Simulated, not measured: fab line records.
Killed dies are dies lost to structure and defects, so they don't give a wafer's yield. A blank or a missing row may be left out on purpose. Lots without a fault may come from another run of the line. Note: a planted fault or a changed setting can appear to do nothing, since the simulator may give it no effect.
Matching of chambers / flow nand-harc / rie-diel-02 running NHARC_P_M0_DESCUM_14: 4 sister chambers
The step chemistry O2, time 3 s. 8 wafers are shown with their chamber, then 7 later ones without.

EACH WAFER AND ITS CHAMBER
wafer=L077.2; chamber=3; showerhead-plenum-p-Torr (Torr)=1.96; drypump-motor-current-A (A)=5.86
wafer=L086.1; chamber=3; showerhead-plenum-p-Torr (Torr)=1.96; drypump-motor-current-A (A)=5.85
wafer=L088.4; chamber=2; showerhead-plenum-p-Torr (Torr)=1.82; drypump-motor-current-A (A)=6.00
wafer=L092.2; chamber=2; showerhead-plenum-p-Torr (Torr)=1.82; drypump-motor-current-A (A)=6.00
wafer=L092.3; chamber=0; showerhead-plenum-p-Torr (Torr)=1.83; drypump-motor-current-A (A)=5.92
wafer=L092.4; chamber=1; showerhead-plenum-p-Torr (Torr)=2.02; drypump-motor-current-A (A)=6.01
wafer=L093.1; chamber=1; showerhead-plenum-p-Torr (Torr)=2.02; drypump-motor-current-A (A)=6.01
wafer=L093.3; chamber=0; showerhead-plenum-p-Torr (Torr)=1.82; drypump-motor-current-A (A)=5.89

WAFERS MISSING THEIR CHAMBER
wafer=L093.6; showerhead-plenum-p-Torr (Torr)=1.96; drypump-motor-current-A (A)=5.83
wafer=L095.1; showerhead-plenum-p-Torr (Torr)=1.96; drypump-motor-current-A (A)=5.85
wafer=L095.3; showerhead-plenum-p-Torr (Torr)=1.82; drypump-motor-current-A (A)=6.01
wafer=L095.4; showerhead-plenum-p-Torr (Torr)=2.02; drypump-motor-current-A (A)=6.04
wafer=L097.2; showerhead-plenum-p-Torr (Torr)=1.96; drypump-motor-current-A (A)=5.84
wafer=L097.4; showerhead-plenum-p-Torr (Torr)=1.82; drypump-motor-current-A (A)=6.00
wafer=L097.5; showerhead-plenum-p-Torr (Torr)=2.02; drypump-motor-current-A (A)=6.02

WHICH CHAMBER EACH ONE RAN IN
wafer=L093.6; from the rows above=3; in truth=3
wafer=L095.1; from the rows above=3; in truth=3
wafer=L095.3; from the rows above=2; in truth=2
wafer=L095.4; from the rows above=1; in truth=1
wafer=L097.2; from the rows above=3; in truth=3
wafer=L097.4; from the rows above=2; in truth=2
wafer=L097.5; from the rows above=1; in truth=1
Placed correctly: 7 of 7. From these rows, 0 cannot be placed. Number placed wrongly: 0.
How it was worked out, from the rows above alone: a wafer's distance from a chamber is the root of the sum, over the readings, of the square of ((its reading less the chamber's mean) divided by the reading's scatter). If the next closest chamber is less than 2 further off than the closest, the wafer can't be placed; otherwise it belongs to the closest. A chamber's mean is the mean of its shown wafers. How the scatter is found: for the shown wafers, subtract from each reading the mean of its chamber, square and add these, divide the total by (wafers less chambers), then take the root.
